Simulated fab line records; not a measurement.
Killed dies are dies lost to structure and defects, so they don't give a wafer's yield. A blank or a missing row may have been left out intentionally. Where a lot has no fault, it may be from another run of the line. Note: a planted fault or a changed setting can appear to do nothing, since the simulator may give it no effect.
Chamber matching ; flow nand harc ; NHARC_A_CHANNEL_FILL_D1_ETCHBACK_19 on rie si-01: 4 sister chambers
The step etches the open film in HBr/Cl2, target depth 5 nm, time 1.7 s. 14 wafers are shown with their chamber, then 7 later ones without.

== WAFERS PAIRED WITH THEIR CHAMBERS ==
wafer;chamber;drypump motor current A (A);he backside leak sccm (sccm);oes product au (a.u.)
L077.2;1;6.7;2.25;0.996
L077.3;3;5.7;2.77;1.006
L077.4;0;5.6;2.41;0.992
L081.1;2;6.1;2.80;0.992
L081.4;3;5.7;2.85;1.003
L081.5;1;6.7;2.70;0.989
L082.3;3;5.7;3.12;1.013
L082.5;1;6.8;2.42;1.002
L082.6;0;5.6;2.30;0.997
L084.2;0;5.6;2.25;0.988
L084.3;3;5.7;2.90;1.009
L084.4;2;6.1;2.75;1.001
L089.3;3;5.7;3.00;1.009
L089.4;0;5.6;2.32;0.990

SIGNATURES (averages over the wafers above)
reading;chamber 0;chamber 1;chamber 2;chamber 3;scatter within a chamber
drypump motor current A;5.600;6.733;6.100;5.700;0.0258
he backside leak sccm;2.3200;2.4567;2.7750;2.9280;0.138
oes product au;0.99175;0.99567;0.99650;1.00800;0.00475
Rule: a wafer lies at a distance from a chamber equal to the root of the sum of squares, over the readings, of (its reading less the chamber's mean, divided by the reading's scatter). The wafer belongs to the nearest chamber; if the next one is less than 2 further off, it can't be placed. The scatter: the root of (the sum of the squares of (reading less its chamber's mean) over the shown wafers, divided by (wafers less chambers)).

== WAFERS WHOSE CHAMBER IS MISSING ==
wafer;drypump motor current A (A);he backside leak sccm (sccm);oes product au (a.u.)
L089.5;5.7;2.99;1.010
L091.1;6.1;2.75;0.995
L091.4;6.7;2.21;0.989
L091.6;5.6;2.36;1.010
L095.1;6.8;2.13;0.989
L095.2;5.6;2.20;1.013
L095.3;6.1;2.80;0.995

== WHICH CHAMBER EACH WENT THROUGH ==
wafer;from the rows above;in truth
L089.5;3;3
L091.1;2;2
L091.4;1;1
L091.6;can't be placed: 0 or 3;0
L095.1;1;1
L095.2;0;0
L095.3;2;2
Correctly placed: 6 of 7. These rows do not allow placing 1 (true chamber among the candidates in 1). Wrongly placed: 0.
